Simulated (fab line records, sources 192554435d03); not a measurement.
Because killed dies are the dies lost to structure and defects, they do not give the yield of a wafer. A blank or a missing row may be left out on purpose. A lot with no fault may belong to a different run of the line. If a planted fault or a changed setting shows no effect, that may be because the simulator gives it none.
Chamber matching :: flow n5 finfet :: N5_BEOL_M14_TRENCH_ETCH_34 on rie diel-04 has 4 sister chambers
The step etches SiO2 in C4F8/O2/Ar, target depth 556.65 nm, time 126.9 s. 8 wafers are shown with their chamber, then 7 later ones without.

EACH WAFER AND ITS CHAMBER
wafer: L079.4
chamber: 2
rf vpp V (V): 2216
drypump motor current A (A): 5.5

wafer: L087.1
chamber: 0
rf vpp V (V): 2235
drypump motor current A (A): 6.0

wafer: L087.6
chamber: 1
rf vpp V (V): 2213
drypump motor current A (A): 5.4

wafer: L090.2
chamber: 3
rf vpp V (V): 2158
drypump motor current A (A): 5.0

wafer: L090.3
chamber: 1
rf vpp V (V): 2213
drypump motor current A (A): 5.4

wafer: L090.6
chamber: 3
rf vpp V (V): 2157
drypump motor current A (A): 4.9

wafer: L093.2
chamber: 2
rf vpp V (V): 2214
drypump motor current A (A): 5.5

wafer: L093.3
chamber: 0
rf vpp V (V): 2235
drypump motor current A (A): 6.1

WAFERS MISSING THEIR CHAMBER
wafer: L093.5
rf vpp V (V): 2232
drypump motor current A (A): 6.1

wafer: L094.1
rf vpp V (V): 2214
drypump motor current A (A): 5.5

wafer: L094.4
rf vpp V (V): 2213
drypump motor current A (A): 5.4

wafer: L094.5
rf vpp V (V): 2214
drypump motor current A (A): 5.4

wafer: L097.1
rf vpp V (V): 2214
drypump motor current A (A): 5.4

wafer: L097.2
rf vpp V (V): 2157
drypump motor current A (A): 4.9

wafer: L097.3
rf vpp V (V): 2213
drypump motor current A (A): 5.4

CHAMBER TAKEN BY EACH
wafer: L093.5
from the rows above: 0
in truth: 0

wafer: L094.1
from the rows above: can't be placed: 2 or 1
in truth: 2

wafer: L094.4
from the rows above: 1
in truth: 1

wafer: L094.5
from the rows above: can't be placed: 1 or 2
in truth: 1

wafer: L097.1
from the rows above: can't be placed: 1 or 2
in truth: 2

wafer: L097.2
from the rows above: 3
in truth: 3

wafer: L097.3
from the rows above: 1
in truth: 1
4 of 7 placed correctly. These rows do not allow placing 3 (true chamber among the candidates in 3). Number placed wrongly: 0.
How it was worked out, from the rows above alone: a wafer's distance from a chamber is the root of the sum, over the readings, of the square of ((its reading less the chamber's mean) divided by the reading's scatter). The wafer belongs to the nearest chamber; if the next one is less than 2 further off, it can't be placed. The mean given for a chamber averages the wafers shown for that chamber. The scatter: the root of (the sum of the squares of (reading less its chamber's mean) over the shown wafers, divided by (wafers less chambers)).
